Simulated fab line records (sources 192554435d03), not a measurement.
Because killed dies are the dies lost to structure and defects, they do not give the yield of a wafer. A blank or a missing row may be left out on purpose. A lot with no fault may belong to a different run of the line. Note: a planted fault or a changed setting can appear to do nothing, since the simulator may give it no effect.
Comparing a struck lot with a sound one | flow n5 finfet | 36 out of 1938 route steps
Sound: the wafers L385.1, L385.2, L385.6. Struck: wafers L377.2, L377.4, L377.6. The cause comes at the end.
Each step with rows lists, per side, the tool, then ch with its chambers, then its first start. Under that, the readings that differ: sound wafers | struck wafers | difference of the means | sigmas: that difference in standard deviations of wafers without a fault.
alike: readings whose means differ by less than 2 such deviations, and words and numbers that are the same on both sides. not compared: withheld readings, readings that some wafer has no value for, bounds like >300 that may hide the same value, and numbers for which the record gives no deviation and whose values overlap.
A row with sigmas, a row that says differs or no value, or rows on one side alone: a step with any of these is where the two part. Non-overlapping numbers with no deviation appear without sigmas and do not part them. A reading that every wafer of one side lacks parts them only if that side has two wafers or more.

first, 9 steps without rows for these wafers: N5_WELL_APT_HMDS_18 (time 60 s); N5_WELL_APT_COAT_19 (resist thk 950 nm); N5_WELL_APT_EBR_21; N5_WELL_APT_SOFTBAKE_20 (time 60 s); N5_WELL_APT_EXPOSE_22 (exposes mask PWELL, defocus 0 nm, target cd 200 nm); N5_WELL_APT_PEB_23 (peb time 90 s); N5_WELL_APT_DEVELOP_24 (develop time 45 s); N5_WELL_APT_HARDBAKE_29 (time 120 s); N5_WELL_APT_DESCUM_30 (chemistry O2, time 7.9 s).
N5_WELL_APT_IMPLANT_31:
  sound on implanter-01 ch 0, day 7 09:13; struck on implanter-02 ch 0, day 5 09:09
  reading            | sound                            | struck                           | difference  | sigmas
  dose ions cm2      | 1.4995e+13 1.4973e+13 1.5009e+13 | 1.3777e+13 1.3748e+13 1.3779e+13 | -1.2243e+12 | -72
  faraday current uA | 189 186 184                      | 174 177 173                      | -12         | -3
  alike: tilt deg
then, 25 steps without rows for these wafers: N5_WELL_APT_IMPLANT_32; N5_WELL_APT_STRIP_33 (strips in SPM, time 900 s); N5_WELL_APT_RTA_34 (time 10 s); N5_WELL_APT_OXIDE_STRIP_42 (strips SiO2 in dHF, time 45 s, target depth 12 nm); N5_WELL_APT_PRECLEAN_36 (cleans in O3/DIW, time 45 s); N5_WELL_APT_PRECLEAN_39 (cleans in dHF, time 60 s); N5_WELL_APT_SRD_37 (time 30 s); N5_WELL_APT_EPI_41 (deposits Si from SiH4/H2, target thk 50 nm, time 297.7 s); N5_PMOS_HMC_CHANNEL_EPI_HM_DEP_34 (deposits SiO2 from TEOS/O2, target thk 36 nm, time 6.9 s); N5_PMOS_HMC_CHANNEL_EPI_COAT_31 (time 60 s, resist thk 66 nm); N5_PMOS_HMC_CHANNEL_EPI_COAT_03 (resist thk 205 nm); N5_PMOS_HMC_CHANNEL_EPI_EBR_05; N5_PMOS_HMC_CHANNEL_EPI_SOFTBAKE_04 (time 60 s); N5_PMOS_HMC_CHANNEL_EPI_EXPOSE_06 (exposes mask PMOS HMC BLK, target cd 240 nm); N5_PMOS_HMC_CHANNEL_EPI_PEB_07 (peb time 60 s); N5_PMOS_HMC_CHANNEL_EPI_DEVELOP_08 (develop time 30 s); N5_PMOS_HMC_CHANNEL_EPI_DESCUM_14 (chemistry O2, time 7.9 s); N5_PMOS_HMC_CHANNEL_EPI_ETCH_32 (etches BARC in N2/H2, stops on SiO2, target depth 85.8 nm, time 50.3 s); N5_PMOS_HMC_CHANNEL_EPI_HM_OPEN_15 (chemistry CHF3/O2, target SiO2, target depth 40.6 nm, time 20.3 s); N5_PMOS_HMC_CHANNEL_EPI_STRIP_33 (strips in N2/H2); N5_PMOS_HMC_CHANNEL_EPI_STRIP_17 (strips in SPM, time 750 s); N5_PMOS_HMC_CHANNEL_EPI_ETCH_38 (etches SiO2 in CF4, target depth 1.5 nm); N5_PMOS_HMC_CHANNEL_EPI_FIN_RECESS_16 (chemistry HBr/Cl2, target Si, target depth 54 nm, time 18 s); N5_PMOS_HMC_CHANNEL_EPI_PRECLEAN_36 (cleans in O3/DIW, time 45 s); N5_PMOS_HMC_CHANNEL_EPI_PRECLEAN_18 (cleans in DHF, time 30 s).
-- here the record skips 7 days between the struck wafers' starts before and after, leaving off in module PMOS_HMC_CHANNEL_EPI and picking up in module BEOL_M4 (first step shown: number 1111 of the route) --
N5_BEOL_M4_RC_MEAS_101:
  sound on prober-02 ch 0, day 13 13:27; struck on prober-01 ch 0, day 11 22:28
  reading           | sound          | struck         | difference | sigmas
  RS_PWELL (ohm/sq) | 2988 3001 3022 | 3213 3190 3177 | +190       | +9
  alike: DIBL_N, DIBL_P, IOFF_N, IOFF_P, ION_N, ION_P, SS_N, SS_P, VT_N, VT_P

## WHERE THEY PART
Last at N5_BEOL_M4_RC_MEAS_101 as far as this record goes, first at N5_WELL_APT_IMPLANT_31.

WHY: the cause the simulator had injected
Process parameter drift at N5_WELL_APT_IMPLANT_31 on implanter-02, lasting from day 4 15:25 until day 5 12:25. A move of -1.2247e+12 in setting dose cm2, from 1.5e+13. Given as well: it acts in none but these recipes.
